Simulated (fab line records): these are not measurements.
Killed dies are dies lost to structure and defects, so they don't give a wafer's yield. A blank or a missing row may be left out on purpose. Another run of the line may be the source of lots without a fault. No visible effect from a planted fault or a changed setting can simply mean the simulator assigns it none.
Split-lot experiment ; flow n5_finfet ; on a route of 1938 steps: 7 lots, 21 wafers read

== ON THE SPLIT ==
At N5_FIN_CUT_CUT_ETCH_26 (etches SiNx in CH3F/O2, target depth 39 nm, time 55.7 s), the setting source_w was moved away from the recipe's 395 W on 8 of the 21 wafers read, by -11.4% to +16.0%. For the rest of the wafers, this setting stayed at what the recipe calls for.

The reading comes from the split's own step.

== THE READING ==
etch.depth_nm (the simulator's own value, which no gauge read), in nm, at N5_FIN_CUT_CUT_ETCH_26 (etches SiNx in CH3F/O2, target depth 39 nm, time 55.7 s). The file gives no usual value for it. Across the 13 wafers here that went through the recipe, the average is 38.74 nm and the standard deviation 0.78 nm.

wafer;tool, chamber at the split;source_w as run, W;against the recipe;etch.depth_nm, nm;against lot-mates on the recipe
L074.1;rie_diel-06, 2;395;recipe;37.65;-
L074.2;rie_diel-06, 0;458.2;+16.0%;40.56;+2.91
L074.3;rie_diel-06, 1;458.2;+16.0%;40.58;+2.93
L079.2;rie_diel-06, 0;395;recipe;38.28;-
L079.4;rie_diel-06, 1;395;recipe;38.17;-
L079.6;rie_diel-06, 2;395;recipe;37.79;-
L083.2;rie_diel-02, 0;427.9;+8.3%;40.71;+2.02
L083.3;rie_diel-02, 2;395;recipe;38.51;-
L083.4;rie_diel-02, 2;395;recipe;38.87;-
L087.4;rie_diel-03, 1;395;recipe;40.3;-
L087.5;rie_diel-03, 1;449.2;+13.7%;42.1;+2.15
L087.6;rie_diel-03, 2;395;recipe;39.61;-
L092.1;rie_diel-02, 3;350.1;-11.4%;37.36;-2.44
L092.3;rie_diel-02, 0;395;recipe;39.8;-
L092.4;rie_diel-02, 2;350.1;-11.4%;36.67;-3.13
L094.3;rie_diel-06, 0;395;recipe;38.48;-
L094.5;rie_diel-06, 1;395;recipe;39.48;-
L094.6;rie_diel-06, 0;395;recipe;38.31;-
L095.1;rie_diel-06, 3;428.7;+8.5%;39.98;+1.57
L095.3;rie_diel-06, 2;395;recipe;38.41;-
L095.4;rie_diel-06, 1;428.7;+8.5%;40.18;+1.77

THE FIT
A straight line over all 21 wafers: etch.depth_nm changes by +0.155 nm for each +1% of source_w; r = +0.84; the points scatter about the line by 0.76 nm.
The same after taking each lot's own level away (the mean of its wafers on the recipe; 21 wafers): +0.201 nm for each +1%; r = +0.97; scatter 0.36 nm.
The reading moves by 3.2 nm for the largest change in source_w, on that fit.
From 37.650 to 39.955 nm: that is the span of the lots' own levels, equal to 3.0 times the standard deviation above.
In other words, the slope is changed by the lot-to-lot level; the two fits disagree.
Check: for one of the wafers moved furthest among these (+16.0%), held out of the fit, the line's prediction against its lot-mates is +3.19 nm. Against them it came out at +2.91 nm.

== THE OTHER SPLITS THESE WAFERS WENT THROUGH ==
Note: prior to the reading, these wafers also went through further splits. Each is held against what the fit with the lots' levels taken away leaves over:
other split on the same wafers;wafers away from the commonest value;r with etch.depth_nm (lot level and that fit taken away)
N5_WELL_APT_COAT_02 spin_rpm;8;-0.33
N5_WELL_APT_PEB_06 peb_time_s;9;+0.12
N5_WELL_APT_EXPOSE_22 dose_mj;8;+0.39
N5_WELL_APT_DEVELOP_24 develop_time_s;7;+0.15

== THE FILE'S OWN FIT ==
etch.depth_nm changes by +0.194 nm for each +1% of source_w, r = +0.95.
